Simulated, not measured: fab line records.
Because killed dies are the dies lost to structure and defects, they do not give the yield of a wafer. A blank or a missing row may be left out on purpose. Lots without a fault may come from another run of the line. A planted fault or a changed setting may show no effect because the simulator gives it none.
What tool caused it? | flow nand_harc | 24 lots, 72 wafers sampled, at 6 steps of a route of 1159

== WHAT THE GAUGES READ, wafer by wafer ==
The record holds no reading of a measuring or inspecting step that can be judged against a usual standard deviation.

== EACH LOT AND THE TOOL THAT RAN IT (in order: tool; ch and the chambers of the sampled wafers; start) ==
lot  | NHARC_A_STAIRCASE_DEP_156       | NHARC_A_STAIRCASE_ETCH_227                    | NHARC_A_STAIRCASE_TRIM_231                    | NHARC_A_STAIRCASE_ETCH_253         | NHARC_A_STAIRCASE_DEP_259       | NHARC_A_STAIRCASE_ETCH_453
L074 | pecvd-01 ch 0,1,2, day 10 16:35 | rie_diel-01 ch 2,3, day 11 08:50 or earlier   | rie_diel-01 ch 1,3, day 11 08:50 or earlier   | rie_diel-01 ch 0,1,2, day 11 08:50 | pecvd-01 ch 0,1,2, day 11 11:40 | rie_diel-11 ch 2,3, no start
L075 | pecvd-03 ch 0,1,2, day 10 20:43 | rie_diel-11 ch 1,2,3, day 11 13:27 or earlier | rie_diel-06 ch 0,1,3, day 11 13:27 or earlier | rie_diel-06 ch 1,2, day 11 13:27   | pecvd-03 ch 0,1, day 11 16:19   | rie_diel-06 ch 0,1,3, no start
L076 | pecvd-01 ch 0,1, day 10 20:46   | rie_diel-11 ch 0,1,2, day 11 10:14 or earlier | rie_diel-01 ch 0,1, day 11 10:14              | rie_diel-11 ch 0,1,2, day 11 13:11 | pecvd-03 ch 0,1,2, day 11 16:02 | rie_diel-06 ch 0,1,2, no start
L078 | pecvd-03 ch 0,1, day 11 03:52   | rie_diel-06 ch 0,3, day 11 20:50 or earlier   | rie_diel-06 ch 0,3, day 11 20:50 or earlier   | rie_diel-11 ch 0,1,2, day 11 20:50 | pecvd-02 ch 0,1, day 11 23:40   | rie_diel-06 ch 0,2,3, no start
L077 | pecvd-02 ch 0,1, day 11 04:05   | rie_diel-06 ch 0,1,2, day 11 21:59 or earlier | rie_diel-01 ch 0,1,3, day 11 21:59 or earlier | rie_diel-11 ch 2,3, day 11 21:59   | pecvd-02 ch 1,2, day 12 01:13   | rie_diel-01 ch 0,1,3, no start
L080 | pecvd-03 ch 0,1,2, day 12 00:43 | rie_diel-11 ch 1,2, day 12 15:38 or earlier   | rie_diel-11 ch 2,3, day 12 15:38 or earlier   | rie_diel-01 ch 0,3, day 12 15:38   | pecvd-01 ch 0,1,2, day 12 18:50 | rie_diel-06 ch 2,3, no start
L079 | pecvd-02 ch 0,1, day 12 00:45   | rie_diel-11 ch 2,3, day 12 17:28 or earlier   | rie_diel-01 ch 0,3, day 12 17:28 or earlier   | rie_diel-06 ch 0,1, day 12 17:28   | pecvd-03 ch 0,2, day 12 20:17   | rie_diel-06 ch 0,3, no start
L083 | pecvd-02 ch 1,2, day 12 12:50   | rie_diel-06 ch 0,1,2, day 13 03:05 or earlier | rie_diel-06 ch 0,3, day 13 03:05 or earlier   | rie_diel-11 ch 0,1,3, day 13 03:05 | pecvd-01 ch 1,2, day 13 07:32   | rie_diel-01 ch 0,1,2, no start
L082 | pecvd-01 ch 0,1,2, day 12 12:57 | rie_diel-11 ch 1,2,3, day 13 04:35 or earlier | rie_diel-11 ch 0,2,3, day 13 04:35 or earlier | rie_diel-11 ch 2,3, day 13 04:35   | pecvd-02 ch 0,1, day 13 09:25   | rie_diel-11 ch 0,1,3, no start
L081 | pecvd-03 ch 0,1, day 12 18:58   | rie_diel-06 ch 0,3, day 13 10:01 or earlier   | rie_diel-11 ch 2,3, day 13 10:01 or earlier   | rie_diel-01 ch 0,1, day 13 10:01   | pecvd-01 ch 0,1, day 13 15:36   | rie_diel-01 ch 1,2,3, no start
L084 | pecvd-02 ch 0,1,2, day 13 05:39 | rie_diel-06 ch 2,3, day 14 00:31 or earlier   | rie_diel-06 ch 0,2,3, day 14 00:31 or earlier | rie_diel-06 ch 1,2, day 14 00:31   | pecvd-03 ch 0,1,2, day 14 03:17 | rie_diel-11 ch 1,2, no start
L085 | pecvd-01 ch 0,2, day 13 09:15   | rie_diel-06 ch 0,1,3, day 14 01:35 or earlier | rie_diel-01 ch 1,3, day 14 01:35 or earlier   | rie_diel-01 ch 1,2,3, day 14 01:35 | pecvd-01 ch 0,1,2, day 14 04:23 | rie_diel-11 ch 0,1,3, no start
L086 | pecvd-01 ch 0,1,2, day 13 20:30 | rie_diel-06 ch 0,1, day 14 14:06 or earlier   | rie_diel-11 ch 1,3, day 14 14:06 or earlier   | rie_diel-06 ch 2,3, day 14 14:06   | pecvd-02 ch 0,2, day 14 16:56   | rie_diel-01 ch 0,1,2, no start
L087 | pecvd-02 ch 0,1,2, day 13 20:34 | rie_diel-06 ch 0,1,3, day 14 12:37 or earlier | rie_diel-06 ch 0,1,2, day 14 12:37 or earlier | rie_diel-01 ch 1,2,3, day 14 12:37 | pecvd-02 ch 0,1,2, day 14 15:35 | rie_diel-06 ch 0,1,3, no start
L088 | pecvd-01 ch 0,2, day 14 10:20   | rie_diel-01 ch 1,2, day 15 03:43 or earlier   | rie_diel-01 ch 0,1, day 15 03:43 or earlier   | rie_diel-11 ch 0,2,3, day 15 03:43 | pecvd-03 ch 0,1,2, day 15 06:28 | rie_diel-01 ch 0,1,3, no start
L089 | pecvd-03 ch 0,2, day 14 10:25   | rie_diel-11 ch 0,1,3, day 15 02:26 or earlier | rie_diel-11 ch 0,1,3, day 15 02:26 or earlier | rie_diel-06 ch 0,1, day 15 02:26   | pecvd-01 ch 0,1,2, day 15 05:32 | rie_diel-06 ch 0,1,2, no start
L092 | pecvd-01 ch 0,1, day 14 15:07   | rie_diel-06 ch 1,2,3, day 15 07:58 or earlier | rie_diel-06 ch 0,1,2, day 15 07:58 or earlier | rie_diel-06 ch 1,2,3, day 15 07:58 | pecvd-01 ch 0,1,2, day 15 13:43 | rie_diel-01 ch 0,1,2, no start
L090 | pecvd-02 ch 0,1,2, day 14 15:17 | rie_diel-01 ch 1,2,3, day 15 08:34 or earlier | rie_diel-11 ch 0,2,3, day 15 08:34 or earlier | rie_diel-06 ch 0,1,3, day 15 08:34 | pecvd-03 ch 0,1, day 15 13:51   | rie_diel-06 ch 0,2,3, no start
L091 | pecvd-01 ch 0,1,2, day 14 15:18 | rie_diel-06 ch 1,3, day 15 06:10 or earlier   | rie_diel-06 ch 1,3, day 15 06:10 or earlier   | rie_diel-06 ch 1,3, day 15 06:10   | pecvd-01 ch 0,1,2, day 15 10:15 | rie_diel-01 ch 2,3, no start
L093 | pecvd-01 ch 0,1,2, day 15 01:11 | rie_diel-06 ch 0,1,2, day 15 16:10 or earlier | rie_diel-01 ch 0,1,2, day 15 16:10 or earlier | rie_diel-01 ch 1,2,3, day 15 16:10 | pecvd-03 ch 0,1,2, day 15 18:56 | rie_diel-01 ch 0,1,2, no start
L094 | pecvd-01 ch 0,1,2, day 15 12:15 | rie_diel-06 ch 0,1,3, day 16 05:46 or earlier | rie_diel-06 ch 0,1, day 16 05:46 or earlier   | rie_diel-01 ch 0,3, day 16 05:46   | pecvd-02 ch 0,2, day 16 09:38   | rie_diel-01 ch 2,3, no start
L095 | pecvd-01 ch 0,1, day 16 00:04   | rie_diel-01 ch 0,1, day 16 17:05 or earlier   | rie_diel-01 ch 2,3, day 16 17:05 or earlier   | rie_diel-06 ch 1,3, day 16 17:05   | pecvd-02 ch 0,1, day 16 21:04   | rie_diel-06 ch 0,2,3, no start
L096 | pecvd-03 ch 0,1, day 16 00:16   | rie_diel-01 ch 0,1,2, day 16 16:50 or earlier | rie_diel-06 ch 1,2,3, day 16 16:50 or earlier | rie_diel-01 ch 0,1,2, day 16 16:50 | pecvd-01 ch 0,1,2, day 16 19:40 | rie_diel-11 ch 2,3, no start
L097 | pecvd-03 ch 0,1,2, day 16 00:25 | rie_diel-06 ch 0,2,3, day 16 16:52 or earlier | rie_diel-06 ch 1,2,3, day 16 16:52 or earlier | rie_diel-01 ch 0,2,3, day 16 16:52 | pecvd-03 ch 0,1,2, day 16 19:35 | rie_diel-06 ch 0,2,3, no start
- NHARC_A_STAIRCASE_DEP_156: deposits SiNx, target thk 50 nm.
- NHARC_A_STAIRCASE_ETCH_227: etches the open film in C4F8/O2, target depth 100 nm, time 40.5 s.
- NHARC_A_STAIRCASE_TRIM_231: chemistry O2, time 211.2 s.
- NHARC_A_STAIRCASE_ETCH_253: etches the open film in C4F8/O2, target depth 50 nm, time 20.2 s.
- NHARC_A_STAIRCASE_DEP_259: deposits SiON, target thk 30 nm.
- NHARC_A_STAIRCASE_ETCH_453: etches the open film in CF4/O2, target depth 30 nm, overetch 3 nm, time 16.5 s.

== AS READ BY THE TOOLS THEMSELVES (means over the sampled wafers that have a number; for cases with no such wafer, the mark the record gives instead) ==
NHARC_A_STAIRCASE_DEP_156. Usual: heater_power_w at 688 W, with a standard deviation of 130.
lot  | tool     | heater_power_w (W) | flag
L074 | pecvd-01 | 717                |
L075 | pecvd-03 | 700                |
L076 | pecvd-01 | 693                |
L078 | pecvd-03 | 714                |
L077 | pecvd-02 | 560                |
L080 | pecvd-03 | 694                |
L079 | pecvd-02 | 517                |
L083 | pecvd-02 | 744                |
L082 | pecvd-01 | 726                |
L081 | pecvd-03 | 815                |
L084 | pecvd-02 | 631                |
L085 | pecvd-01 | 681                |
L086 | pecvd-01 | 708                |
L087 | pecvd-02 | 626                |
L088 | pecvd-01 | 677                |
L089 | pecvd-03 | 622                |
L092 | pecvd-01 | 644                |
L090 | pecvd-02 | 606                |
L091 | pecvd-01 | 724                |
L093 | pecvd-01 | 725                |
L094 | pecvd-01 | 709                |
L095 | pecvd-01 | 737                |
L096 | pecvd-03 | 737                |
L097 | pecvd-03 | 661                |

NHARC_A_STAIRCASE_ETCH_227. Usual: oes_product_au 0.939 a.u., standard deviation 0.0087; rf_vpp_V 898 V, standard deviation 5.2.
lot  | tool        | oes_product_au (a.u.) | rf_vpp_V (V) | flag
L074 | rie_diel-01 | 0.933                 | 894          |
L075 | rie_diel-11 | 0.935                 | 898          |
L076 | rie_diel-11 | 0.929                 | 903          |
L078 | rie_diel-06 | 0.937                 | 900          |
L077 | rie_diel-06 | 0.931                 | 897          |
L080 | rie_diel-11 | 0.945                 | 901          |
L079 | rie_diel-11 | 0.936                 | 900          |
L083 | rie_diel-06 | 0.944                 | 898          |
L082 | rie_diel-11 | 0.945                 | 898          |
L081 | rie_diel-06 | 0.944                 | 899          |
L084 | rie_diel-06 | 0.946                 | 900          |
L085 | rie_diel-06 | 0.933                 | 900          |
L086 | rie_diel-06 | 0.940                 | 896          |
L087 | rie_diel-06 | 0.944                 | 899          |
L088 | rie_diel-01 | 0.938                 | 901          |
L089 | rie_diel-11 | 0.931                 | 897          |
L092 | rie_diel-06 | 0.941                 | 900          |
L090 | rie_diel-01 | 0.941                 | 897          |
L091 | rie_diel-06 | 0.946                 | 902          |
L093 | rie_diel-06 | 0.949                 | 896          |
L094 | rie_diel-06 | 0.939                 | 899          |
L095 | rie_diel-01 | 0.927                 | 901          |
L096 | rie_diel-01 | 0.952                 | 899          |
L097 | rie_diel-06 | 0.937                 | 896          |

NHARC_A_STAIRCASE_TRIM_231. Usual: drypump_motor_current_A 5.8 A, standard deviation 0.39; oes_product_au 1.000 a.u., standard deviation 0.0075; rf_vpp_V 57.8 V, standard deviation 0.93; showerhead_plenum_p_Torr 3.56 Torr, standard deviation 0.15; throttle_valve_pct 17.036 %, standard deviation 0.0095.
lot  | tool        | drypump_motor_current_A (A) | oes_product_au (a.u.) | rf_vpp_V (V) | showerhead_plenum_p_Torr (Torr) | throttle_valve_pct (%) | flag
L074 | rie_diel-01 | 5.9                         | 0.994                 | 56.6         | 3.37                            | 17.041                 |
L075 | rie_diel-06 | 5.7                         | 0.998                 | 57.5         | 3.63                            | 17.024                 |
L076 | rie_diel-01 | 6.2                         | 0.998                 | 58.3         | 3.54                            | 17.032                 |
L078 | rie_diel-06 | 6.0                         | 0.991                 | 57.7         | 3.55                            | 17.034                 |
L077 | rie_diel-01 | 6.0                         | 1.001                 | 57.9         | 3.49                            | 17.032                 |
L080 | rie_diel-11 | 5.6                         | 1.000                 | 57.7         | 3.50                            | 17.037                 |
L079 | rie_diel-01 | 6.0                         | 1.009                 | 57.6         | 3.55                            | 17.041                 |
L083 | rie_diel-06 | 5.7                         | 0.999                 | 58.0         | 3.61                            | 17.034                 |
L082 | rie_diel-11 | 5.5                         | 0.997                 | 58.0         | 3.61                            | 17.044                 |
L081 | rie_diel-11 | 5.6                         | 1.006                 | 58.8         | 3.64                            | 17.047                 |
L084 | rie_diel-06 | 5.7                         | 1.001                 | 57.5         | 3.54                            | 17.039                 |
L085 | rie_diel-01 | 5.9                         | 0.996                 | 57.4         | 3.36                            | 17.029                 |
L086 | rie_diel-11 | 6.0                         | 0.998                 | 57.4         | 3.42                            | 17.038                 |
L087 | rie_diel-06 | 5.7                         | 1.003                 | 58.3         | 3.55                            | 17.029                 |
L088 | rie_diel-01 | 6.1                         | 1.001                 | 58.6         | 3.75                            | 17.033                 |
L089 | rie_diel-11 | 5.9                         | 0.999                 | 57.4         | 3.53                            | 17.041                 |
L092 | rie_diel-06 | 5.7                         | 0.991                 | 58.0         | 3.54                            | 17.037                 |
L090 | rie_diel-11 | 5.6                         | 0.992                 | 58.6         | 3.60                            | 17.040                 |
L091 | rie_diel-06 | 5.4                         | 1.003                 | 57.2         | 3.69                            | 17.025                 |
L093 | rie_diel-01 | 6.0                         | 1.008                 | 58.0         | 3.61                            | 17.035                 |
L094 | rie_diel-06 | 5.7                         | 1.006                 | 57.7         | 3.61                            | 17.028                 |
L095 | rie_diel-01 | 5.7                         | 1.010                 | 56.6         | 3.42                            | 17.034                 |
L096 | rie_diel-06 | 5.4                         | 1.005                 | 57.9         | 3.61                            | 17.038                 |
L097 | rie_diel-06 | 5.4                         | 1.000                 | 58.1         | 3.61                            | 17.036                 |

NHARC_A_STAIRCASE_ETCH_253. Usual: oes_product_au 0.949 a.u., standard deviation 0.018; rf_vpp_V 897 V, standard deviation 5.5.
lot  | tool        | oes_product_au (a.u.) | rf_vpp_V (V) | flag
L074 | rie_diel-01 | 0.953                 | 893          |
L075 | rie_diel-06 | 0.958                 | 901          |
L076 | rie_diel-11 | 0.954                 | 902          |
L078 | rie_diel-11 | 0.965                 | 902          |
L077 | rie_diel-11 | 0.967                 | 900          |
L080 | rie_diel-01 | 0.968                 | 897          |
L079 | rie_diel-06 | 0.926                 | 896          |
L083 | rie_diel-11 | 0.975                 | 897          |
L082 | rie_diel-11 | 0.978                 | 895          |
L081 | rie_diel-01 | 0.923                 | 891          |
L084 | rie_diel-06 | 0.946                 | 900          |
L085 | rie_diel-01 | 0.943                 | 891          |
L086 | rie_diel-06 | 0.921                 | 899          |
L087 | rie_diel-01 | 0.966                 | 897          |
L088 | rie_diel-11 | 0.965                 | 899          |
L089 | rie_diel-06 | 0.952                 | 896          |
L092 | rie_diel-06 | 0.949                 | 900          |
L090 | rie_diel-06 | 0.949                 | 899          |
L091 | rie_diel-06 | 0.964                 | 902          |
L093 | rie_diel-01 | 0.940                 | 898          |
L094 | rie_diel-01 | 0.952                 | 899          |
L095 | rie_diel-06 | 0.930                 | 901          |
L096 | rie_diel-01 | 0.930                 | 898          |
L097 | rie_diel-01 | 0.935                 | 896          |

NHARC_A_STAIRCASE_DEP_259. Usual: heater_power_w at 724 W, with a standard deviation of 130.
lot  | tool     | heater_power_w (W) | flag
L074 | pecvd-01 | 718                |
L075 | pecvd-03 | 725                |
L076 | pecvd-03 | 698                |
L078 | pecvd-02 | 611                |
L077 | pecvd-02 | 700                |
L080 | pecvd-01 | 726                |
L079 | pecvd-03 | 655                |
L083 | pecvd-01 | 823                |
L082 | pecvd-02 | 548                |
L081 | pecvd-01 | 699                |
L084 | pecvd-03 | 792                |
L085 | pecvd-01 | 736                |
L086 | pecvd-02 | 724                |
L087 | pecvd-02 | 676                |
L088 | pecvd-03 | 773                |
L089 | pecvd-01 | 780                |
L092 | pecvd-01 | 726                |
L090 | pecvd-03 | 851                |
L091 | pecvd-01 | 793                |
L093 | pecvd-03 | 715                |
L094 | pecvd-02 | 620                |
L095 | pecvd-02 | 613                |
L096 | pecvd-01 | 699                |
L097 | pecvd-03 | 729                |

NHARC_A_STAIRCASE_ETCH_453. Usual: drypump_motor_current_A 5.8 A, standard deviation 0.4; oes_product_au 0.999 a.u., standard deviation 0.0073; rf_vpp_V 198.1 V, standard deviation 1.5; showerhead_plenum_p_Torr 1.35 Torr, standard deviation 0.056; throttle_valve_pct 13.398 %, standard deviation 0.0086.
lot  | tool        | drypump_motor_current_A (A) | oes_product_au (a.u.) | rf_vpp_V (V) | showerhead_plenum_p_Torr (Torr) | throttle_valve_pct (%) | flag
L074 | rie_diel-11 | 5.6                         | 0.999                 | 199.6        | 1.38                            | 13.400                 |
L075 | rie_diel-06 | 5.7                         | 0.997                 | 198.3        | 1.37                            | 13.401                 |
L076 | rie_diel-06 | 5.6                         | 0.997                 | 197.6        | 1.35                            | 13.395                 |
L078 | rie_diel-06 | 5.6                         | 0.996                 | 197.8        | 1.34                            | 13.398                 |
L077 | rie_diel-01 | 6.0                         | 1.001                 | 196.5        | 1.32                            | 13.403                 |
L080 | rie_diel-06 | 5.3                         | 1.001                 | 197.9        | 1.35                            | 13.399                 |
L079 | rie_diel-06 | 5.7                         | 1.004                 | 197.2        | 1.37                            | 13.400                 |
L083 | rie_diel-01 | 6.0                         | 1.001                 | 197.6        | 1.30                            | 13.400                 |
L082 | rie_diel-11 | 5.9                         | 0.989                 | 198.0        | 1.34                            | 13.397                 |
L081 | rie_diel-01 | 5.8                         | 0.992                 | 196.8        | 1.28                            | 13.402                 |
L084 | rie_diel-11 | 6.1                         | 0.996                 | 198.7        | 1.39                            | 13.387                 |
L085 | rie_diel-11 | 5.9                         | 0.997                 | 198.5        | 1.34                            | 13.403                 |
L086 | rie_diel-01 | 6.0                         | 0.996                 | 200.0        | 1.37                            | 13.403                 |
L087 | rie_diel-06 | 5.7                         | 0.994                 | 198.2        | 1.36                            | 13.396                 |
L088 | rie_diel-01 | 6.0                         | 0.995                 | 199.2        | 1.38                            | 13.396                 |
L089 | rie_diel-06 | 5.7                         | 1.002                 | 196.7        | 1.34                            | 13.405                 |
L092 | rie_diel-01 | 6.0                         | 1.003                 | 199.0        | 1.37                            | 13.399                 |
L090 | rie_diel-06 | 5.7                         | 1.000                 | 198.7        | 1.33                            | 13.401                 |
L091 | rie_diel-01 | 5.7                         | 1.005                 | 197.2        | 1.31                            | 13.394                 |
L093 | rie_diel-01 | 6.0                         | 1.004                 | 198.3        | 1.37                            | 13.390                 |
L094 | rie_diel-01 | 5.8                         | 1.000                 | 197.5        | 1.31                            | 13.399                 |
L095 | rie_diel-06 | 5.7                         | 0.996                 | 197.2        | 1.33                            | 13.400                 |
L096 | rie_diel-11 | 5.6                         | 1.013                 | 199.4        | 1.37                            | 13.397                 |
L097 | rie_diel-06 | 5.6                         | 1.001                 | 197.6        | 1.33                            | 13.393                 |

== THE ANSWER, worked out from the rows above alone ==
Rule: a lot is off if the mean of its wafers that have a number lies more than 3 standard deviations from the usual mean. Also off: a lot with no number at a reading for which 4 or more lots have one. All remaining lots with rows at the step are treated as sound. Order of review: gauges by route order, followed by the tools' own readings, for which a lot's mean as printed above is used. The first step at which some lot is off is used, and at that step the reading that is off furthest; a lot without a number counts as furthest.
No lot is off at any reading shown: from this, nothing can be told.

== WHAT THE SIMULATOR PUT IN ==
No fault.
